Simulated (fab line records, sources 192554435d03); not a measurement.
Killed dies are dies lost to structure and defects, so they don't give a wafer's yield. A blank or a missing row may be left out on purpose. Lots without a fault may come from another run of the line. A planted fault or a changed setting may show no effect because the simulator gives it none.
fab line records | flow n5_finfet
record lots=5 wafers=15 last_day=17
route steps=1938 shown BEOL_M1@762 BEOL_M4@1111 PASSIVATION@1936
lots that met no fault: from a run of the same line without faults
start_h: hours from the record's first day to the start of the lot's first wafer shown | wait_h: hours since the lot's step before | " the same as in the row above | L1.1+2: a row that stands for several wafers | - no value, or no start given | * or withheld: withheld | < > ~ a bound
route shown NAME@n: a module of which the file shows steps, and the number in the route of the first | usual: mean/standard deviation of fault-free wafers | same: alike in all rows | chamber/n: place in a boat | sites: the reading at each site | _std_site: their standard deviation | _edge_site: outer sites' mean less inner sites' | radius_mm: how far each site lies from the wafer's centre | mask NAME#n: copy n | behind: the tool/chamber that last shaped the wafer | hold: why the lot was held/for how many hours/how that ended | device: the transistor (n, p or np) that didn't switch | end of line: the same wafers' tests at the end of the route | a step without rows: its recipe alone | killed: dies lost to structure and defects at the first sort, not the wafer's yield | map: a wafer's dies, x killed, . not, _ none there
set.NAME: the setting as run; set.NAME@STEP: as run at that earlier step | model.NAME: the simulator's own value behind a step, which no gauge read
lots at some steps of the route; a table a step, a row a wafer
services: from which hour (start_h, from the record's first day; less than 0 if before it) a tool's chamber was out of use, for how many hours, and why
## steps
# step N5_BEOL_M1_PEB_09
# recipe peb_temp_c=100 peb_time_s=60 resist=CAR-EUV
# step N5_BEOL_M1_DEVELOP_10
# recipe develop_time_s=30 developer=TMAH resist=CAR-EUV rinse_liquid=surfactant_rinse dry=air_spin dev_temp_c=23
# step N5_BEOL_M1_DESCUM_16
# recipe chemistry=O2 time_s=7 source_power_w=50 bias_power_w=20 pressure_mtorr=20 rf_frequency_hz=2.712e+07 temp_c=40 resist=CAR-EUV o2_flow_sccm=225
# step N5_BEOL_M1_ETCH_74
# recipe chemistry=N2/H2 target=underlayer target_depth_a=65 mask_material=CAR-EUV time_s=5.2 ion_energy_ev=200 pressure_mtorr=30 source_w=840 bias_w=150 n2_flow_sccm=200 h2_flow_sccm=200 ends=cleared
# step N5_BEOL_M1_ETCH_63
# recipe chemistry=CF4 target=SiARC target_depth_a=156 mask_material=CAR-EUV time_s=26 ion_energy_ev=80 pressure_mtorr=40 source_w=545 bias_w=36 Ar_flow_sccm=100 cf4_flow_sccm=100 ends=cleared
# step N5_BEOL_M1_ETCH_64
# recipe chemistry=N2/H2 target=SOC target_depth_a=750 overetch_a=150 mask_material=SiARC temp_c=40 time_s=112.5 ion_energy_ev=200 pressure_mtorr=30 source_w=840 bias_w=150 n2_flow_sccm=200 h2_flow_sccm=200
# step N5_BEOL_M1_STRIP_65
# recipe chemistry=N2/H2 temp_c=40 n2_flow_sccm=200 h2_flow_sccm=200 rf_frequency_hz=6e+07
# step N5_BEOL_M1_STRIP_75
# recipe chemistry=N2/H2 temp_c=40 n2_flow_sccm=200 h2_flow_sccm=200 rf_frequency_hz=6e+07
# step N5_BEOL_M1_STRIP_66
# recipe chemistry=CF4 resist=SiARC power_w=300 bias_power_w=75 pressure_mtorr=50 cf4_flow_sccm=150 rf_frequency_hz=6e+07
# step N5_BEOL_M1_HM_OPEN_17
# recipe chemistry=Cl2/BCl3 target_depth_a=200 overetch_a=60 target=TiN mask_material=SOC ion_energy_ev=150 pressure_mtorr=10 icp_w=1000 bias_w=126 Cl2_flow_sccm=53.25 bcl3_flow_sccm=21.75 Ar_flow_sccm=25
# usual drypump_motor_current_A=5.5/0.39 oes_product_au=0.69/0.085 throttle_valve_pct=21.99/0.25
# columns lot.wafer tool chamber start_h wait_h drypump_motor_current_A oes_product_au rf_hours_counter_h throttle_valve_pct
L421.1 rie_metal-03 1 134.75 0.0 5.6 0.64 60 21.64
L421.4 " 1 " " 5.6 0.62 - 21.66
L421.6 " 0 " " 5.3 0.60 - 21.99
L428.1 rie_metal-02 1 179.46 0.0 6.6 0.86 0 21.91
L428.2 " 0 " " 5.6 0.72 29 22.47
L428.3 " 1 " " 6.6 0.85 - 21.93
L435.1 rie_metal-03 0 217.92 0.0 5.3 0.60 72 21.98
L435.2 " 1 " " 5.6 0.60 68 21.66
L435.5 " 1 " " 5.6 0.62 - 21.70
L436.1 rie_metal-03 1 235.12 0.0 5.6 0.61 70 21.67
L436.3 " 0 " " 5.3 0.58 - 22.00
L436.6 " 0 " " 5.3 0.58 - 22.00
L440.2 rie_metal-03 1 249.83 0.0 5.6 0.60 71 21.71
L440.4 " 0 " " 5.3 0.58 - 22.01
L440.6 " 1 " " 5.6 0.60 - 21.70
# step N5_BEOL_M1_STRIP_19
# recipe chemistry=O2 power_w=400 temp_c=40 pressure_mtorr=30 rf_frequency_hz=6e+07 bias_power_w=0 overash_fraction=0.2 o2_flow_sccm=225
# step N5_BEOL_M1_COAT_67
# recipe resist=SOC temp_c=250 time_s=60 spin_rpm=1500 resist_thk_nm=60
# step N5_BEOL_M1_COAT_68
# recipe resist=SiARC temp_c=220 time_s=60 spin_rpm=1500 resist_thk_nm=12
# step N5_BEOL_M1_COAT_76
# recipe resist=underlayer temp_c=205 time_s=60 spin_rpm=1500 resist_thk_nm=5
# step N5_BEOL_M1_COAT_22
# recipe resist=CAR-EUV spin_rpm=1500 resist_thk_nm=30
# step N5_BEOL_M1_EBR_24
# recipe solvent=PGMEA ebr_width_mm=1.5
# step N5_BEOL_M1_SOFTBAKE_23
# recipe temp_c=110 time_s=60 resist=CAR-EUV
# step N5_BEOL_M1_EXPOSE_25
# recipe mask_id=V0 na=0.33 source_shape=quasar sigma_inner=0.2 sigma_outer=0.8 polarization=unpolarized defocus_nm=5 target_cd_nm=24 dose_mj=63
# step N5_BEOL_M1_PEB_26
# recipe peb_temp_c=100 peb_time_s=60 resist=CAR-EUV
# step N5_BEOL_M1_DEVELOP_27
# recipe develop_time_s=30 developer=TMAH resist=CAR-EUV rinse_liquid=surfactant_rinse dry=air_spin dev_temp_c=23
# step N5_BEOL_M1_INSPECT_30
# recipe mode=adi inspect_instrument=brightfield
# usual raw_defect_count=430/160
# columns lot.wafer tool chamber start_h wait_h raw_defect_count
L421.1 defect_inspect-02 - 135.34 0.1 455
L421.4 " - " " 414
L421.6 " - " " 487
L428.1 defect_inspect-02 - 180.05 0.1 476
L428.2 " - " " 581
L428.3 " - " " 532
L435.1 defect_inspect-02 - 218.55 0.1 909
L435.2 " - " " 1007
L435.5 " - " " 1105
L436.1 defect_inspect-01 - 235.85 0.1 1050
L436.3 " - " " 1023
L436.6 " - " " 1055
L440.2 defect_inspect-01 - 250.54 0.0 954
L440.4 " - " " 1112
L440.6 " - " " 1076
# step N5_BEOL_M1_DESCUM_33
# recipe chemistry=O2 time_s=7 source_power_w=50 bias_power_w=20 pressure_mtorr=20 rf_frequency_hz=2.712e+07 temp_c=40 resist=CAR-EUV o2_flow_sccm=225
# step N5_BEOL_M4_RC_MEAS_101
# usual DIBL_N=37.1/2.4 DIBL_P=37/3 IOFF_N=0.18/0.053 IOFF_P=0.21/0.05 ION_N=674/14 ION_P=459/9.2 SS_N=72.1/0.9 SS_P=73.4/0.89 VT_N=250/3.8 VT_P=-251/3.7
# columns lot.wafer tool chamber start_h wait_h DIBL_N[mV/V] DIBL_P[mV/V] IOFF_N[nA/um] IOFF_P[nA/um] ION_N[uA/um] ION_P[uA/um] SS_N[mV/dec] SS_P[mV/dec] VT_N[mV] VT_P[mV]
L421.1 prober-02 0 200.22 0.0 36.9 37 0.16 0.23 679 464 71.0 73.8 253 -248
L421.4 " 0 " " 33.9 33 0.12 0.19 659 458 70.7 72.5 255 -251
L421.6 " 0 " " 36.2 36 0.15 0.21 664 457 72.4 73.2 252 -252
L428.1 prober-01 0 229.62 0.0 37.4 35 0.15 0.16 662 448 71.6 72.4 251 -257
L428.2 " 0 " " 38.4 36 0.19 0.19 681 452 71.8 73.2 245 -253
L428.3 " 0 " " 33.7 32 0.10 0.13 653 448 71.1 72.6 257 -258
L435.1 prober-02 0 273.79 0.0 39.2 38 0.18 0.23 677 459 72.7 73.7 252 -248
L435.2 " 0 " " 40.9 40 0.24 0.26 708 474 72.5 74.2 245 -248
L435.5 " 0 " " 36.8 36 0.15 0.19 681 465 72.0 72.7 251 -253
L436.1 prober-02 0 282.45 0.0 36.1 37 0.17 0.24 683 474 71.3 73.0 246 -247
L436.3 " 0 " " 35.6 33 0.14 0.18 670 452 71.2 72.0 253 -251
L436.6 " 0 " " 36.8 37 0.18 0.24 683 471 72.2 73.0 248 -247
L440.2 prober-02 0 309.45 0.2 36.6 37 0.19 0.18 665 444 73.1 73.8 248 -254
L440.4 " 0 " " 32.3 33 0.11 0.14 658 448 70.8 71.9 252 -259
L440.6 " 0 " " 30.6 29 0.09 0.10 637 431 71.0 71.6 257 -261
# step N5_PASSIVATION_PROBE_49
# usual defect_limited_yield=91.6/1.4 killed_at_M0_to_M3=32/9.5 killed_at_M4_up=13/6 killed_at_contacts=12/5.6 killed_at_front_end=39/11 killed_at_other=2.8/2.3 killed_dies=99/16 killed_on_rim=12/3.4 killed_open=65/12 killed_short=32/7.6 sort_bin_4_leakage=0.1/0.88 sort_bin_5_function=4.8/0.88 sort_bin_6_memory=3.2/0.65 sort_bin_8_speed=0.2/2 sort_n_pass=1077/29 sort_yield_pct=91.2/2.5
# same gross_dies=1180 killed_at_back_side=0
# columns lot.wafer tool chamber start_h wait_h defect_limited_yield[%] killed_at_M0_to_M3 killed_at_M4_up killed_at_contacts killed_at_front_end killed_at_other killed_dies killed_on_rim killed_open killed_short sort_bin_4_leakage[%] sort_bin_5_function[%] sort_bin_6_memory[%] sort_bin_8_speed[%] sort_n_pass sort_yield_pct[%]
L421.1 prober-02 - 318.16 0.0 93.6 30 14 3 28 0 75 11 51 24 0 3.7 2.6 0 1105 93.6
L421.4 prober-02 - 318.31 0.2 90.6 27 21 16 47 0 111 12 74 37 0 5.8 3.3 0 1069 90.6
L421.6 prober-02 - 318.41 0.3 90.9 42 24 5 35 1 107 12 74 33 0 6.0 2.8 0 1073 90.9
L428.1 prober-01 - 335.28 0.0 91.5 31 12 11 43 3 100 13 58 30 0 4.7 2.8 0 1080 91.5
L428.2 prober-01 - 335.33 0.1 90.9 35 13 20 39 0 107 15 66 36 0 5.3 3.3 0 1073 90.9
L428.3 prober-01 - 335.38 0.1 89.8 49 21 14 34 2 120 14 85 33 0 5.8 4.2 0 1060 89.8
L435.1 prober-01 - 375.72 0.7 82.6 141 13 10 38 3 205 24 55 27 0 10.3 5.0 0 975 82.6
L435.2 prober-01 - 375.77 0.8 81.4 155 23 15 24 3 220 23 64 29 0.1 12.4 3.9 0 959 81.3
L435.5 prober-01 - 375.92 0.9 83.2 132 14 16 35 1 198 23 59 18 0 9.5 4.0 0 982 83.2
L436.1 prober-02 - 397.30 0.6 82.6 159 2 12 31 1 205 27 50 28 0 10.8 3.8 0 975 82.6
L436.3 prober-02 - 397.40 0.7 81.9 159 11 12 32 0 214 20 60 27 0 10.2 4.5 0 966 81.9
L436.6 prober-02 - 397.55 0.9 81.4 159 11 7 43 0 220 21 47 31 0 12.3 3.1 0 960 81.4
L440.2 prober-02 - 411.91 0.1 84.3 152 8 5 20 0 185 24 41 12 0 9.7 3.6 0 995 84.3
L440.4 prober-02 - 412.01 0.2 83.6 147 11 11 25 0 194 18 45 20 0 9.6 3.6 0 986 83.6
L440.6 prober-02 - 412.11 0.3 83.1 139 8 7 45 1 200 23 53 22 0 8.8 4.0 16.7 783 66.4
# killed by level:class
L421.1 BEOL_M2:geometric_particle:open=10 BEOL_M3:geometric_particle:open=9 GATE_CUT:geometric_particle:short=7 BEOL_M4:geometric_particle:open=5 BEOL_M4:geometric_particle:short=5 DUMMY_GATE:geometric_particle:open=4 STARTING-WAFER:geometric_particle:open=4 FIN_SAQP:geometric_particle:open=3
L421.4 MOL_CONTACT_COAG:geometric_particle:open=15 FIN_SAQP:geometric_particle:open=9 BEOL_M2:geometric_particle:open=9 FIN_SAQP:geometric_particle:short=8 BEOL_M3:geometric_particle:open=8 GATE_CUT:geometric_particle:short=6 BEOL_M4:geometric_particle:open=6 STI_FIN_REVEAL:geometric_particle:open=5
L421.6 BEOL_M3:geometric_particle:open=14 FIN_SAQP:geometric_particle:short=10 BEOL_M4:geometric_particle:short=8 BEOL_M2:geometric_particle:open=7 BEOL_M4:geometric_particle:open=7 STI_FIN_REVEAL:geometric_particle:open=6 DUMMY_GATE:geometric_particle:open=6 BEOL_M0:geometric_particle:open=6
L428.1 MOL_CONTACT_COAG:geometric_particle:open=10 BEOL_M0_SAQP:geometric_particle:short=10 FIN_SAQP:geometric_particle:short=9 HKMG_FIN:area_etch=9 STI_FIN_REVEAL:geometric_particle:open=8 BEOL_M0_SAQP:geometric_particle:open=8 FIN_SAQP:geometric_particle:open=6 BEOL_M1:geometric_particle:open=5
L428.2 MOL_CONTACT_COAG:geometric_particle:open=15 BEOL_M0_SAQP:geometric_particle:short=14 FIN_SAQP:geometric_particle:short=8 DUMMY_GATE:geometric_particle:open=7 BEOL_M0_SAQP:geometric_particle:open=7 FIN_SAQP:geometric_particle:open=6 STI_FIN_REVEAL:geometric_particle:open=5 MOL_CONTACT_COAG:geometric_particle:short=5
L428.3 MOL_CONTACT_COAG:geometric_particle:open=14 BEOL_M0_SAQP:geometric_particle:short=13 BEOL_M0_SAQP:geometric_particle:open=11 DUMMY_GATE:geometric_particle:open=8 BEOL_M4:geometric_particle:open=8 FIN_SAQP:geometric_particle:short=7 BEOL_M0:geometric_particle:open=7 BEOL_M2:geometric_particle:open=7
L435.1 BEOL_M1:unspecified=123 STI_FIN_REVEAL:geometric_particle:open=10 BEOL_M4:geometric_particle:open=9 FIN_SAQP:geometric_particle:open=7 MOL_CONTACT_COAG:geometric_particle:open=6 BEOL_M0_SAQP:geometric_particle:open=6 DUMMY_GATE:geometric_particle:open=5 FIN_SAQP:geometric_particle:short=4
L435.2 BEOL_M1:unspecified=127 BEOL_M4:geometric_particle:open=13 MOL_CONTACT_COAG:geometric_particle:open=12 BEOL_M0_SAQP:geometric_particle:open=10 FIN_SAQP:geometric_particle:short=8 BEOL_M0_SAQP:geometric_particle:short=8 FIN_SAQP:geometric_particle:open=6 DUMMY_GATE:geometric_particle:open=4
L435.5 BEOL_M1:unspecified=112 MOL_CONTACT_COAG:geometric_particle:open=15 HKMG_FIN:area_etch=9 STI_FIN_REVEAL:geometric_particle:open=8 BEOL_M4:geometric_particle:open=8 BEOL_M0_SAQP:geometric_particle:open=4 BEOL_M2:geometric_particle:open=4 BEOL_M3:geometric_particle:open=4
L436.1 BEOL_M1:unspecified=125 BEOL_M2:geometric_particle:open=9 MOL_CONTACT_COAG:geometric_particle:open=8 FIN_SAQP:geometric_particle:short=7 BEOL_M0_SAQP:geometric_particle:open=7 BEOL_M1:geometric_particle:open=7 GATE_CUT:geometric_particle:short=5 DUMMY_GATE:geometric_particle:open=4
L436.3 BEOL_M1:unspecified=121 BEOL_M0_SAQP:geometric_particle:open=11 MOL_CONTACT_COAG:geometric_particle:open=10 BEOL_M2:geometric_particle:open=8 FIN_SAQP:geometric_particle:short=7 BEOL_M1:geometric_particle:open=7 FIN_SAQP:geometric_particle:open=4 STI_FIN_REVEAL:geometric_particle:open=4
L436.6 BEOL_M1:unspecified=132 FIN_SAQP:geometric_particle:open=12 BEOL_M2:geometric_particle:open=9 BEOL_M0_SAQP:geometric_particle:short=7 HKMG_FIN:area_etch=7 FIN_SAQP:geometric_particle:short=6 STI_FIN_REVEAL:geometric_particle:open=5 MOL_CONTACT_COAG:geometric_particle:open=5
L440.2 BEOL_M1:unspecified=131 BEOL_M0_SAQP:geometric_particle:open=6 FIN_SAQP:geometric_particle:open=5 DUMMY_GATE:geometric_particle:open=5 MOL_CONTACT_COAG:geometric_particle:open=5 GATE_CUT:geometric_particle:open=4 BEOL_M0_SAQP:geometric_particle:short=3 BEOL_M1:geometric_particle:open=3
L440.4 BEOL_M1:unspecified=127 MOL_CONTACT_COAG:geometric_particle:open=9 FIN_SAQP:geometric_particle:open=7 BEOL_M2:geometric_particle:open=7 STI_FIN_REVEAL:geometric_particle:open=6 GATE_CUT:geometric_particle:short=5 BEOL_M0_SAQP:geometric_particle:short=5 BEOL_M3:geometric_particle:open=4
L440.6 BEOL_M1:unspecified=123 STI_FIN_REVEAL:geometric_particle:open=12 FIN_SAQP:geometric_particle:open=6 MOL_CONTACT_COAG:geometric_particle:open=6 BEOL_M1:geometric_particle:open=5 STARTING-WAFER:geometric_particle:open=5 STARTING-WAFER:geometric_particle:short=4 DUMMY_GATE:geometric_particle:short=4
# map L435.2 (x killed, . not)
_________________...........x________________
______________.....x.....xx....._____________
___________.......x................__________
__________.......x....x.........x..._________
________.x.x.x.....................x.._______
_______xxx.xx.........................x______
______xxxxxxxxxx.........x.........x...._____
_____xxxxxxxxxxx.........x.......x.......____
____xxxxxxxxxxxxx...................x...x.___
___xxxxxxxxxxxxx...x.......................__
___xxxxxxxxxxxxxx............x.........xx..__
__x.xxxxxxxxxxxx..x...........x........x...._
__.xxxxxxxxxxxxxxx.....x.....x.............x_
_..xxxxxxxxxxxxx.x.......x....x....x.........
_....xxxxxxxxxx....x........x.........x....x.
_...x..x.xxxxx............x................x.
_....x...........x.....x.....................
_.......xx...x......x..x..........x..........
_.................x..................x.......
_..........x................x...x............
_..x.....x.......x.........x.......x.........
__.......x.x....x.x....x...x...x............_
__.....x....x...........................x..._
___x....x.........x..........x......x.....x__
___..............x..x......x........x......__
____x................................xx...___
_____...............x.............x......____
______....x..........................x.._____
_______..x.....xx......x.x.............______
________...............x......x......._______
__________...................x......_________
___________.................x..x...__________
______________.................._____________
_________________.x..........________________
# map L436.6 (x killed, . not)
_________________xxx.xxxxx...________________
______________.xx.xxxxxxxxxxx.x._____________
___________....x.xxxxxxxxxxxx......__________
__________....x.xxxxxxxxxxxxx.x....._________
________.....x.xxxxxxxxxxxx.xxx....x.._______
_______........xxxxxxxxxxxxxx.....xx...______
______....x.x.xxxxxxxxxxxxxxx..........._____
_____.........x.xxxxxxxxxxxx..x.x.....x..____
____..........x..xxxxxxxxxx.x...........x.___
___...............xxxxxxxxxx.x.............__
___.........x......xxx.xx..................__
__.............x.............x..x.x........x_
__.x..........................x....xx.....x._
_..............x.........x...x.......x.......
_.x.x...........x.................x......x...
_.....x.......x..............x.......x.......
_...x....x..........x........................
_.x............x..x.....xx........x..........
_...x.....x......x...x...x......x............
_.................x......x.................x.
_..x......x.x...................x............
__................x........................._
__................x.........x...........xxx._
___..........x........................x....__
___x....................................x..__
____.x...x......x..............x..........___
_____....x........x......................____
______...........x...x.................x_____
_______...x................x...........______
________.......x....x.........x...x..._______
__________............x............._________
___________........................__________
______________....x..........x.._____________
_________________......x.....________________
## services
# columns tool chamber start_h hours kind
rie_metal-02 - 142.52 0.3 repair
rie_metal-02 1 144.09 - clean
rie_metal-02 1 144.09 29.1 scheduled_down
rie_metal-02 1 144.09 29.1 vent_cycle
rie_metal-02 - 198.86 2.8 pm
## key
first_sign step=N5_BEOL_M1_INSPECT_30 reading=raw_defect_count direction=up sigmas=3.8 usual=430 struck=1032
effect step=N5_PASSIVATION_PROBE_49 reading=killed_at_M0_to_M3 direction=up sigmas=12 usual=32 struck=149
more_kills_born_at N5_BEOL_M1_HM_OPEN_17@rie_metal-03=1121
met_at N5_BEOL_M1_HM_OPEN_17
struck_wafers L435.1,L435.2,L435.5,L436.1,L436.3,L436.6,L440.2,L440.4,L440.6
onset_between 134.75 217.92
also_fits time
fault kind=chamber_particle_source tool=rie_metal-03 chamber=- onset_h=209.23 steps=N5_BEOL_M1_HM_OPEN_17 rate_per_visit_cm2=1.0654 end_h=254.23
